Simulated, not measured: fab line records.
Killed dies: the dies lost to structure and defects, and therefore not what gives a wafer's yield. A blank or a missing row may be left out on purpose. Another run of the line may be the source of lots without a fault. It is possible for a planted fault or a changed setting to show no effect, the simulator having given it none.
One fault seen from 2 desks | flow n5-finfet | each desk has only its own numbers; what lay behind them comes last

FOR THE TOOL OWNER'S DESK: rie-si-06
The tool's own readings at N5_FIN_CUT_CUT_ETCH_15 (etches Si in HBr/Cl2/O2, target depth 100 nm, bt time 10 s, time 42.4 s): means of the sampled wafers that have a number, for each lot that ran on this tool. Any lot whose mean is over 4 standard deviations away from the usual mean is out of limits and marked OUT; that distance is given in the brackets.
Columns: A = drypump-motor-current-A at N5_FIN_CUT_CUT_ETCH_15, usual 5.7 A; B = oes-product-au at N5_FIN_CUT_CUT_ETCH_15, usual 0.995 a.u.; C = throttle-valve-pct at N5_FIN_CUT_CUT_ETCH_15, usual 37.1 %
lot  | first seen here | A   | B     | C
L106 | day 3 17:11     | 6.0 | 0.996 | 37.4
L110 | day 4 18:25     | 5.9 | 0.984 | 37.4
L111 | day 4 22:17     | 5.8 | 0.979 | 37.3
L112 | day 5 04:32     | 5.8 | 0.994 | 37.0
This desk's finding: nothing out of limits on any of the 4 lots.

AT THE METROLOGY DESK
What the gauges read, lot by lot, whatever tool the lot ran on: means of the sampled wafers that have a number. Any lot whose mean is over 4 standard deviations away from the usual mean is out of limits and marked OUT; that distance is given in the brackets. 7 of its 10 readings are shown, namely those furthest out on some lot.
Columns: A = DIBL_N at N5_BEOL_M4_RC_MEAS_101, usual 36.4 mV/V; B = DIBL_P at N5_BEOL_M4_RC_MEAS_101, usual 36 mV/V; C = IOFF_N at N5_BEOL_M4_RC_MEAS_101, usual 0.16 nA/um; D = IOFF_P at N5_BEOL_M4_RC_MEAS_101, usual 0.21 nA/um; E = ION_N at N5_BEOL_M4_RC_MEAS_101, usual 677 uA/um; F = SS_N at N5_BEOL_M4_RC_MEAS_101, usual 71.5 mV/dec; G = SS_P at N5_BEOL_M4_RC_MEAS_101, usual 73.3 mV/dec
lot  | first seen here | A    | B  | C    | D    | E   | F    | G
L106 | day 10 10:23    | 32.4 | 32 | 0.11 | 0.15 | 661 | 70.6 | 73.1
L109 | day 10 19:35    | 36.6 | 35 | 0.14 | 0.20 | 672 | 71.7 | 73.1
L110 | day 10 22:32    | 36.8 | 36 | 0.16 | 0.20 | 684 | 71.5 | 73.7
L112 | day 11 09:22    | 31.1 | 30 | 0.11 | 0.14 | 661 | 70.3 | 72.3
L111 | day 11 11:11    | 36.0 | 37 | 0.17 | 0.25 | 686 | 71.6 | 73.8
This desk's finding: nothing out of limits on any of the 5 lots.

ALL TOGETHER
The desk of the tool owner found nothing out of limits.
The metrology desk saw nothing out of limits.

WHAT THE SIMULATOR PUT IN
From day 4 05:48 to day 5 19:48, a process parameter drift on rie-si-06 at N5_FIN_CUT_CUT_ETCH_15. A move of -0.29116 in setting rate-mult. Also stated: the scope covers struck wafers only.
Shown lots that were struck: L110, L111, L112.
